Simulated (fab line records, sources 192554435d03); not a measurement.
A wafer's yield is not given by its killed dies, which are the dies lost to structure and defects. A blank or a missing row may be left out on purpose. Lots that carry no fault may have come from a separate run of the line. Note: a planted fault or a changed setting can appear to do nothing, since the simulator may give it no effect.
Problem report, 8D (eight disciplines) form, completed by code | flow n5 finfet | the parts of the form that need people (team, actions taken, sign-off) are left out

## 1. WHAT WENT WRONG
Mean of rf fwd power W at N5_FIN_CUT_CUT_ETCH_26: 295.8 W across 6 wafers in 2 lots; on wafers with no fault it is 391.0 W (standard deviation 1.6). Relative to the usual mean, that is a shift of -60 standard deviations.
The step: etches SiNx in CH3F/O2, target depth 39 nm, time 55.7 s.
The first sign was on wafer L345.1 at day 5 11:51, on rie diel-06. At this step, 12 wafers from 4 lots have a number in the record. Rule for "out", or "out of limits": more than 4 standard deviations from the usual mean. The other wafers with a number count as sound.

## 2. WHAT IT IS, WHAT IT ISN'T
question                    | is                       | is not
which readings at this step | rf fwd power W, rf vpp V | O2_flow_sccm, drypump motor current A, showerhead plenum p Torr
which lots                  | L345, L347               | L335, L348
which wafers of those lots  | all that have a number   | -
read on which tools         | rie diel-06              | rie diel-03
when                        | from day 5 11:51         | up to then (3 sound wafers); but 3 sound wafers of L348 came after

## 3. THE SUSPECTS, EACH WITH WHAT RULES IT OUT
Counting: any tool at a process step up to the reading is kept as a suspect provided that every lot that is out went through it and no sound lot did after the first of them.
- rie diel-06 at N5_FIN_CUT_CUT_ETCH_26 (etches SiNx in CH3F/O2, target depth 39 nm, time 55.7 s): kept. It ran every lot that is out, first L345 (day 5 11:51), and no sound lot after that; its last sound lot up to then is L335 (day 2 23:10). Out on those wafers are its own readings of rf fwd power W, rf vpp V.
Remaining after the count: rie diel-06 at N5_FIN_CUT_CUT_ETCH_26.

## 4. THE CAUSE (what the simulator had put in)
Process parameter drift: rie diel-06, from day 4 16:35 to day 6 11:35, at N5_FIN_CUT_CUT_ETCH_26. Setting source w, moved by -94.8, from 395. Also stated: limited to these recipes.
This tool alone remained once counting was done.

## 5. THE EFFECT CHAIN, in route order
Rows list readings where the struck wafers' mean (over those with a number) sits beyond 3 standard deviations from the usual. Scope: only readings with a usual standard deviation given in the record; hours: median across lots of the time from each lot's start at the first step in this table that gives one to its start at this step; sigmas: change in usual standard deviations.
hours | step                   | reading        | usual     | on struck wafers | change | sigmas
0     | N5_FIN_CUT_CUT_ETCH_26 | oes_f_703_au   | 0.81 a.u. | 0.53             | -0.28  | -3.1
0     | N5_FIN_CUT_CUT_ETCH_26 | rf fwd power W | 391.0 W   | 295.8            | -95.2  | -60
0     | N5_FIN_CUT_CUT_ETCH_26 | rf vpp V       | 296 V     | 336              | +40    | +12
The process steps in it:
- N5_FIN_CUT_CUT_ETCH_26: etches SiNx in CH3F/O2, target depth 39 nm, time 55.7 s.
Later measuring or inspecting steps at which every struck wafer that the step has a row for has a number for every such reading, and none has moved that far: N5_BEOL_M4_RC_MEAS_101.

## 6. HOW IT WOULD HAVE BEEN CAUGHT EARLIER
19 hours passed between the start of the fault at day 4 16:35 and the first reading out of limits in this record, taken at day 5 11:51.
